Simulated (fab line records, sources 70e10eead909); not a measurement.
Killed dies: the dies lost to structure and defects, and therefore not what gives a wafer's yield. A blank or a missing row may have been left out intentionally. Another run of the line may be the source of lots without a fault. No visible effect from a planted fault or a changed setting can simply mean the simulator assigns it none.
Chamber matching + flow nand-harc + pecvd-03 running NHARC_A_M0_PRE_CLEAN_31: 3 sister chambers
The step time 12 s. 20 wafers are shown with their chamber, then 10 later ones without.

== WAFERS WITH THEIR CHAMBER ==
| wafer  | chamber | heater-power-w (W) | heater-power-outer-w (W) | rf-fwd-power-W (W) |
|--------|---------|--------------------|--------------------------|--------------------|
| L075.1 | 0       | 590                | 327                      | 293.6              |
| L075.3 | 1       | 637                | 329                      | 294.6              |
| L075.4 | 1       | 635                | 340                      | 292.4              |
| L078.2 | 2       | 555                | 373                      | 292.2              |
| L078.5 | 2       | 577                | 371                      | 291.4              |
| L078.6 | 1       | 658                | 370                      | 291.5              |
| L080.2 | 1       | 717                | 416                      | 292.5              |
| L080.5 | 1       | 737                | 411                      | 292.2              |
| L080.6 | 0       | 602                | 324                      | 293.4              |
| L081.2 | 2       | 544                | 361                      | 291.5              |
| L081.5 | 0       | 627                | 357                      | 293.8              |
| L081.6 | 2       | 547                | 355                      | 292.3              |
| L083.3 | 0       | 635                | 350                      | 290.5              |
| L083.4 | 0       | 632                | 355                      | 292.3              |
| L083.5 | 2       | 519                | 342                      | 292.5              |
| L084.1 | 1       | 675                | 379                      | 292.9              |
| L084.5 | 0       | 621                | 338                      | 292.8              |
| L084.6 | 1       | 660                | 382                      | 291.4              |
| L088.2 | 2       | 482                | 310                      | 293.5              |
| L088.5 | 2       | 486                | 309                      | 292.0              |

SIGNATURES, as means of the wafers listed above
| reading              | chamber 0 | chamber 1 | chamber 2 | scatter within a chamber |
|----------------------|-----------|-----------|-----------|--------------------------|
| heater-power-w       | 617.83    | 674.14    | 530.00    | 32.9                     |
| heater-power-outer-w | 341.83    | 375.29    | 345.86    | 26.3                     |
| rf-fwd-power-W       | 292.733   | 292.500   | 292.200   | 1.01                     |
Rule: a wafer lies at a distance from a chamber equal to the root of the sum of squares, over the readings, of (its reading less the chamber's mean, divided by the reading's scatter). The wafer belongs to the nearest chamber; if the next one is less than 2 further off, it can't be placed. How the scatter is found: for the shown wafers, subtract from each reading the mean of its chamber, square and add these, divide the total by (wafers less chambers), then take the root.

== WAFERS WITH NO CHAMBER GIVEN ==
| wafer  | heater-power-w (W) | heater-power-outer-w (W) | rf-fwd-power-W (W) |
|--------|--------------------|--------------------------|--------------------|
| L088.6 | 696                | 395                      | 292.2              |
| L090.1 | 620                | 333                      | 292.2              |
| L090.3 | 598                | 320                      | 293.7              |
| L090.4 | 621                | 327                      | 293.8              |
| L095.2 | 710                | 415                      | 291.6              |
| L095.4 | 722                | 407                      | 291.9              |
| L095.6 | 488                | 312                      | 291.7              |
| L097.2 | 551                | 356                      | 293.7              |
| L097.3 | 704                | 388                      | 293.0              |
| L097.4 | 623                | 328                      | 292.9              |

== THE CHAMBER EACH PASSED THROUGH ==
| wafer  | from the rows above          | in truth |
|--------|------------------------------|----------|
| L088.6 | 1                            | 1        |
| L090.1 | can't be placed: 0 or 1      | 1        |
| L090.3 | can't be placed: 0 or 2 or 1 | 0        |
| L090.4 | can't be placed: 0 or 1      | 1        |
| L095.2 | 1                            | 1        |
| L095.4 | 1                            | 1        |
| L095.6 | 2                            | 2        |
| L097.2 | can't be placed: 2 or 0      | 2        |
| L097.3 | 1                            | 1        |
| L097.4 | can't be placed: 0 or 1      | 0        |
Placed correctly: 5 of 10. Can't be placed from these rows: 5 (the true chamber is among the candidates in 5). 0 placed wrongly.
